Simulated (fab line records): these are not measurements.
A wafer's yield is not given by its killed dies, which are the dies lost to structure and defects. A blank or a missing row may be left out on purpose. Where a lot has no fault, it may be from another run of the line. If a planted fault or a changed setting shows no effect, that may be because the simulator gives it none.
Matching of chambers    flow n5 finfet    ald metal-01 running N5_BEOL_M8_ALD_77: 4 sister chambers
The step deposits TaN, target thk 2 nm, pulse time 2 s, purge time 3 s. 16 wafers are shown with their chamber, then 8 later ones without.

== WAFERS, EACH WITH ITS CHAMBER ==
wafer   chamber  heater power w (W)  precursor vessel temp c (C)
L076.1  0        390                 74.90
L076.2  1        420                 74.90
L076.3  2        485                 75.00
L076.4  1        418                 74.87
L076.5  0        409                 75.11
L076.6  2        486                 74.85
L079.4  1        412                 74.87
L079.5  0        401                 74.93
L079.6  2        475                 74.93
L084.2  3        400                 74.90
L084.3  2        473                 74.94
L084.5  1        420                 74.92
L085.3  2        471                 74.81
L085.4  1        405                 75.20
L085.5  2        473                 74.97
L092.2  1        413                 74.98

SIGNATURES, as means of the wafers listed above
reading                  chamber 0  chamber 1  chamber 2  chamber 3  scatter within a chamber
heater power w           400.00     414.67     477.17     400.00     6.89
precursor vessel temp c  74.9800    74.9567    74.9167    74.9000    0.105
Rule: a wafer lies at a distance from a chamber equal to the root of the sum of squares, over the readings, of (its reading less the chamber's mean, divided by the reading's scatter). If the next closest chamber is less than 2 further off than the closest, the wafer can't be placed; otherwise it belongs to the closest. The scatter: the root of (the sum of the squares of (reading less its chamber's mean) over the shown wafers, divided by (wafers less chambers)).

== WAFERS MISSING THEIR CHAMBER ==
wafer   heater power w (W)  precursor vessel temp c (C)
L092.4  402                 75.16
L092.5  474                 75.19
L095.1  397                 75.02
L095.3  466                 75.14
L095.6  399                 74.89
L097.1  476                 74.95
L097.2  410                 75.29
L097.5  407                 75.22

== WHICH CHAMBER EACH ONE RAN IN ==
wafer   from the rows above           in truth
L092.4  can't be placed: 0 or 3 or 1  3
L092.5  2                             2
L095.1  can't be placed: 0 or 3       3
L095.3  2                             2
L095.6  can't be placed: 3 or 0       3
L097.1  2                             2
L097.2  can't be placed: 1 or 0 or 3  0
L097.5  can't be placed: 0 or 1 or 3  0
Correctly placed: 3 of 8. These rows do not allow placing 5 (true chamber among the candidates in 5). 0 placed wrongly.
